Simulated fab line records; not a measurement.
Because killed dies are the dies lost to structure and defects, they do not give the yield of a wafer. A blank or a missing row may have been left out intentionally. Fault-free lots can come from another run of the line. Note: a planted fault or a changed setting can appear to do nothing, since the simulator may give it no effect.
Comparing a struck lot with a sound one | flow nand-harc | 40 out of 1159 route steps
Sound: these wafers, L330.1, L330.2, L330.6. Struck: wafer L338.4. The cause comes at the end.
Each step with rows lists, per side, the tool, then ch with its chambers, then its first start. Under that, the readings that differ: sound wafers | struck wafers | difference of the means | sigmas: that difference in standard deviations of wafers without a fault.
alike: a reading whose means differ by less than 2 such deviations, as well as words and numbers matching on both sides. not compared: withheld readings; readings where some wafer has no value; bounds like >300 that might hide an equal value; numbers whose values overlap and for which the record gives no deviation.
A row with sigmas, a row that says differs or no value, or rows on one side alone: a step with any of these is where the two part. Numbers that have no deviation but don't overlap get no sigmas and don't part them. Lack of a reading on every wafer of one side parts them only where that side has two or more wafers.

first, 7 steps without rows for these wafers: NHARC_A_STAIRCASE_EBR_05; NHARC_A_STAIRCASE_EXPOSE_06 (exposes mask STAIR); NHARC_A_STAIRCASE_PEB_07 (peb time 130 s); NHARC_A_STAIRCASE_DEVELOP_08 (time 140 s); NHARC_A_STAIRCASE_HARDBAKE_10 (time 140 s); NHARC_A_STAIRCASE_DESCUM_11 (chemistry O2, time 3 s); NHARC_A_STAIRCASE_TRIM_12 (chemistry O2, time 211.2 s).
NHARC_A_STAIRCASE_ETCH_13: etches the open film in C4F8/O2, target depth 100 nm, time 40.5 s.
  sound on rie-diel-05 ch 2,3; struck on rie-diel-04 ch 3
  alike: bias-w, oes-product-au, rf-vpp-V
  not compared: rf-hours-counter-h
then, 3 steps without rows for these wafers: NHARC_A_STAIRCASE_TRIM_14 (chemistry O2, time 211.2 s); NHARC_A_STAIRCASE_ETCH_15 (etches the open film in C4F8/O2, target depth 100 nm, time 40.5 s); NHARC_A_STAIRCASE_TRIM_16 (chemistry O2, time 211.2 s).
NHARC_A_STAIRCASE_ETCH_17: etches the open film in C4F8/O2, target depth 100 nm, time 40.5 s.
  sound on rie-diel-05 ch 1,2,3, day 10 22:59; struck on rie-diel-04 ch 3, day 13 00:10
  alike: bias-w, oes-product-au, rf-vpp-V
  not compared: rf-hours-counter-h
then, 4 steps without rows for these wafers: NHARC_A_STAIRCASE_TRIM_18 (chemistry O2, time 211.2 s); NHARC_A_STAIRCASE_ETCH_19 (etches the open film in C4F8/O2, target depth 100 nm, time 40.5 s); NHARC_A_STAIRCASE_TRIM_20 (chemistry O2, time 211.2 s); NHARC_A_STAIRCASE_ETCH_21 (etches the open film in C4F8/O2, target depth 100 nm, time 40.5 s).
NHARC_A_STAIRCASE_TRIM_22: chemistry O2, time 211.2 s.
  sound on rie-diel-06 ch 0,2; struck on rie-diel-06 ch 2, day 13 01:03
  alike: drypump-motor-current-A, oes-product-au, rf-vpp-V, showerhead-plenum-p-Torr, throttle-valve-pct
  not compared: rf-hours-counter-h
then, 1 step without rows for these wafers: NHARC_A_STAIRCASE_ETCH_23 (etches the open film in C4F8/O2, target depth 100 nm, time 40.5 s).
NHARC_A_STAIRCASE_TRIM_24: chemistry O2, time 211.2 s.
  sound on rie-diel-06 ch 0,2,3; struck on rie-diel-06 ch 3, day 13 01:21
  alike: drypump-motor-current-A, oes-product-au, rf-vpp-V, showerhead-plenum-p-Torr, throttle-valve-pct
  not compared: rf-hours-counter-h
then, 16 steps without rows for these wafers: NHARC_A_STAIRCASE_ETCH_25 (etches the open film in C4F8/O2, target depth 100 nm, time 40.5 s); NHARC_A_STAIRCASE_TRIM_26 (chemistry O2, time 211.2 s); NHARC_A_STAIRCASE_ETCH_27 (etches the open film in C4F8/O2, target depth 100 nm, time 40.5 s); NHARC_A_STAIRCASE_STRIP_175 (strips in O2); NHARC_A_STAIRCASE_STRIP_148 (strips in SPM, time 900 s); NHARC_A_STAIRCASE_PRECLEAN_149 (cleans in SC1); NHARC_A_STAIRCASE_SRD_150; NHARC_A_STAIRCASE_DEHYDRATE_176 (time 120 s); NHARC_A_STAIRCASE_HMDS_177 (time 30 s); NHARC_A_STAIRCASE_COAT_178; NHARC_A_STAIRCASE_SOFTBAKE_179 (time 170 s); NHARC_A_STAIRCASE_EBR_180; NHARC_A_STAIRCASE_EXPOSE_181 (exposes mask STAIR 2); NHARC_A_STAIRCASE_PEB_182 (peb time 130 s); NHARC_A_STAIRCASE_DEVELOP_183 (time 140 s); NHARC_A_STAIRCASE_HARDBAKE_185 (time 140 s).
NHARC_A_STAIRCASE_DESCUM_186: chemistry O2, time 3 s.
  sound on rie-diel-05 ch 2,3, day 11 02:09; struck on rie-diel-05 ch 1, day 13 03:30
  reading               | sound             | struck | difference | sigmas
  oes-product-au (a.u.) | 1.018 1.013 1.008 | 0.979  | -0.034     | -3
  alike: drypump-motor-current-A, rf-vpp-V, showerhead-plenum-p-Torr, throttle-valve-pct
  not compared: rf-hours-counter-h
NHARC_A_STAIRCASE_TRIM_187: chemistry O2, time 211.2 s.
  sound on rie-diel-05 ch 0,1,3, day 11 02:19; struck on rie-diel-05 ch 3, day 13 03:38
  alike: drypump-motor-current-A, oes-product-au, rf-vpp-V, showerhead-plenum-p-Torr, throttle-valve-pct
  not compared: rf-hours-counter-h
then, 1 step without rows for these wafers: NHARC_A_STAIRCASE_ETCH_188 (etches the open film in C4F8/O2, target depth 100 nm, time 40.5 s).
-- the record jumps here: 3 days lie between the struck wafers' starts before and after (it left off in module A_STAIRCASE and takes up again in module A_SGD_CUT, whose first step shown is number 761 of the route) --
NHARC_A_SGD_CUT_DESCUM_14: chemistry O2, time 3 s.
  sound on rie-diel-03 ch 0,2,3, day 13 22:49; struck on rie-diel-12 ch 3, day 16 03:06
  reading | sound | struck                   | difference                   | sigmas
  hold    | - - - | await-dispo/2.5h/release | no value on the sound wafers |
  alike: drypump-motor-current-A, oes-product-au, rf-vpp-V, showerhead-plenum-p-Torr, throttle-valve-pct
  not compared: rf-hours-counter-h
-- record jumps: 6 days between struck wafers' starts before vs after; left off in module A_SGD_CUT, resumes in module END, first step shown is number 1159 of the route --
NHARC_END_SORT_01:
  only the struck wafers appear in the record here, on prober-02 ch 0 at day 22 00:38; the sound ones have no rows

WHERE THEY PART
First at NHARC_A_STAIRCASE_DESCUM_186; last, within this record, at NHARC_END_SORT_01.

WHY: the cause the simulator had injected
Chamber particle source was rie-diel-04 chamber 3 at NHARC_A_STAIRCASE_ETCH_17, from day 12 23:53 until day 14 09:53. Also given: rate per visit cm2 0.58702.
